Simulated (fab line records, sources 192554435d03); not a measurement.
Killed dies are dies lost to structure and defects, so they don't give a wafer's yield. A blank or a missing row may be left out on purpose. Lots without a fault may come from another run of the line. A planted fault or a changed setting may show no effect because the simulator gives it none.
Chamber matching | flow n5_finfet | N5_BEOL_M4_ETCH_63 on rie_diel-02: 4 sister chambers
The step etches SiARC in CF4, target depth 15.6 nm, time 26 s. 4 wafers are shown with their chamber, then 11 later ones without.

WAFERS WITH THEIR CHAMBER
wafer  | chamber | drypump_motor_current_A (A)
L084.5 | 1       | 4.9
L087.2 | 0       | 5.7
L087.6 | 2       | 5.9
L088.2 | 3       | 5.4

WAFERS WITHOUT THEIR CHAMBER
wafer  | drypump_motor_current_A (A)
L088.5 | 5.6
L088.6 | 5.4
L090.2 | 4.9
L090.3 | 5.9
L090.4 | 5.4
L092.2 | 5.4
L092.5 | 5.0
L092.6 | 5.9
L095.2 | 5.4
L095.4 | 5.9
L095.5 | 5.4

WHICH CHAMBER EACH WENT THROUGH
wafer  | from the rows above | in truth
L088.5 | 0                   | 0
L088.6 | 3                   | 3
L090.2 | 1                   | 1
L090.3 | 2                   | 2
L090.4 | 3                   | 3
L092.2 | 3                   | 3
L092.5 | 1                   | 1
L092.6 | 2                   | 2
L095.2 | 3                   | 3
L095.4 | 2                   | 2
L095.5 | 3                   | 3
Placed correctly: 11 of 11. Can't be placed from these rows: 0. Placed wrongly: 0.
How it was worked out, from the rows above alone: a wafer's distance from a chamber is the root of the sum, over the readings, of the square of ((its reading less the chamber's mean) divided by the reading's scatter). The wafer belongs to the nearest chamber; if the next one is less than 2 further off, it can't be placed. A chamber's mean is the mean of its shown wafers. The scatter: with one shown wafer a chamber, the root of the mean of the squares of how far each hidden wafer lies from its nearest shown one.
